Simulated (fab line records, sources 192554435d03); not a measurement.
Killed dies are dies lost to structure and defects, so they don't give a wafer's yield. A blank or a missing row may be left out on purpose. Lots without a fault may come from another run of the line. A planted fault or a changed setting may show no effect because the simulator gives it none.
Chamber matching | flow n5_finfet | N5_DUMMY_GATE_ETCH_37 on rie_diel-03: 4 sister chambers
The step etches SOC in N2/H2, target depth 60 nm, overetch 30 nm. 16 wafers are shown with their chamber, then 8 later ones without.

WAFERS WITH THEIR CHAMBER
wafer  | chamber | showerhead_plenum_p_Torr (Torr) | drypump_motor_current_A (A) | throttle_valve_pct (%)
L074.1 | 0       | 2.65                            | 6.1                         | 17.45
L074.2 | 2       | 2.53                            | 6.4                         | 17.56
L074.3 | 1       | 2.54                            | 5.7                         | 18.01
L074.4 | 1       | 2.54                            | 5.7                         | 18.04
L074.5 | 0       | 2.65                            | 6.1                         | 17.45
L074.6 | 2       | 2.53                            | 6.4                         | 17.55
L082.1 | 0       | 2.64                            | 6.1                         | 17.49
L082.2 | 2       | 2.53                            | 6.4                         | 17.58
L082.3 | 1       | 2.53                            | 5.7                         | 18.04
L082.4 | 3       | 2.70                            | 6.6                         | 17.54
L082.5 | 1       | 2.53                            | 5.7                         | 18.05
L082.6 | 2       | 2.53                            | 6.4                         | 17.60
L083.2 | 0       | 2.64                            | 6.1                         | 17.48
L083.4 | 3       | 2.70                            | 6.6                         | 17.51
L083.5 | 3       | 2.70                            | 6.5                         | 17.52
L093.1 | 0       | 2.64                            | 6.1                         | 17.53

SIGNATURES (means of the wafers above)
reading                  | chamber 0 | chamber 1 | chamber 2 | chamber 3 | scatter within a chamber
showerhead_plenum_p_Torr | 2.6440    | 2.5350    | 2.5300    | 2.7000    | 0.00428
drypump_motor_current_A  | 6.100     | 5.700     | 6.400     | 6.567     | 0.0236
throttle_valve_pct       | 17.4800   | 18.0350   | 17.5725   | 17.5233   | 0.0246
Rule: a wafer's distance from a chamber is the root of the sum, over the readings, of the square of ((its reading less the chamber's mean) divided by the reading's scatter). The wafer belongs to the nearest chamber; if the next one is less than 2 further off, it can't be placed. The scatter: the root of (the sum of the squares of (reading less its chamber's mean) over the shown wafers, divided by (wafers less chambers)).

WAFERS WITHOUT THEIR CHAMBER
wafer  | showerhead_plenum_p_Torr (Torr) | drypump_motor_current_A (A) | throttle_valve_pct (%)
L093.2 | 2.52                            | 5.7                         | 18.08
L093.3 | 2.52                            | 6.4                         | 17.63
L093.4 | 2.70                            | 6.6                         | 17.55
L093.5 | 2.70                            | 6.6                         | 17.56
L093.6 | 2.64                            | 6.1                         | 17.52
L097.2 | 2.51                            | 6.4                         | 17.64
L097.5 | 2.52                            | 5.7                         | 18.10
L097.6 | 2.63                            | 6.1                         | 17.52

WHICH CHAMBER EACH WENT THROUGH
wafer  | from the rows above | in truth
L093.2 | 1                   | 1
L093.3 | 2                   | 2
L093.4 | 3                   | 3
L093.5 | 3                   | 3
L093.6 | 0                   | 0
L097.2 | 2                   | 2
L097.5 | 1                   | 1
L097.6 | 0                   | 0
Placed correctly: 8 of 8. Can't be placed from these rows: 0. Placed wrongly: 0.
